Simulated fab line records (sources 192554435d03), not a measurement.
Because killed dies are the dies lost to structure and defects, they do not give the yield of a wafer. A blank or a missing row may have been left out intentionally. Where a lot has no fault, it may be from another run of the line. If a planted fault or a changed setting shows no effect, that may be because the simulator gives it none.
Matching of chambers	flow n5-finfet	N5_ILD0_ALD_15 on ald-sin-04 has 4 sister chambers
The step deposits SiNx, target thk 24 nm, pulse time 1 s, ald cycles 480. 8 wafers are shown with their chamber, then 10 later ones without.

WAFERS WITH THEIR CHAMBER
wafer	chamber	heater-power-w (W)	precursor-pulse-height-rel
L079.1	3	834	0.991
L079.2	0	955	1.041
L079.3	1	1011	1.025
L081.1	1	997	1.037
L081.2	0	927	1.008
L081.5	2	877	1.014
L083.2	2	876	1.010
L083.4	3	816	0.989

WAFERS MISSING THEIR CHAMBER
wafer	heater-power-w (W)	precursor-pulse-height-rel
L083.6	942	0.968
L088.2	950	1.006
L088.4	835	1.019
L088.5	873	1.039
L092.1	886	0.994
L092.3	936	1.013
L092.4	973	1.048
L097.1	935	0.987
L097.5	885	0.989
L097.6	847	0.988

EACH ONE'S CHAMBER
wafer	from the rows above	in truth
L083.6	can't be placed: 0 or 2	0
L088.2	0	0
L088.4	can't be placed: 3 or 2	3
L088.5	2	2
L092.1	2	2
L092.3	0	0
L092.4	can't be placed: 1 or 0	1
L097.1	can't be placed: 0 or 2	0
L097.5	2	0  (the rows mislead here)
L097.6	can't be placed: 3 or 2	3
Correct placement for 4 of the 10. Can't be placed from these rows: 5 (the true chamber is among the candidates in 5). Number placed wrongly: 1.
How it was worked out, from the rows above alone: a wafer's distance from a chamber is the root of the sum, over the readings, of the square of ((its reading less the chamber's mean) divided by the reading's scatter). If the next closest chamber is less than 2 further off than the closest, the wafer can't be placed; otherwise it belongs to the closest. For every chamber, the mean is computed from those of its wafers that are shown. How the scatter is found: for the shown wafers, subtract from each reading the mean of its chamber, square and add these, divide the total by (wafers less chambers), then take the root.
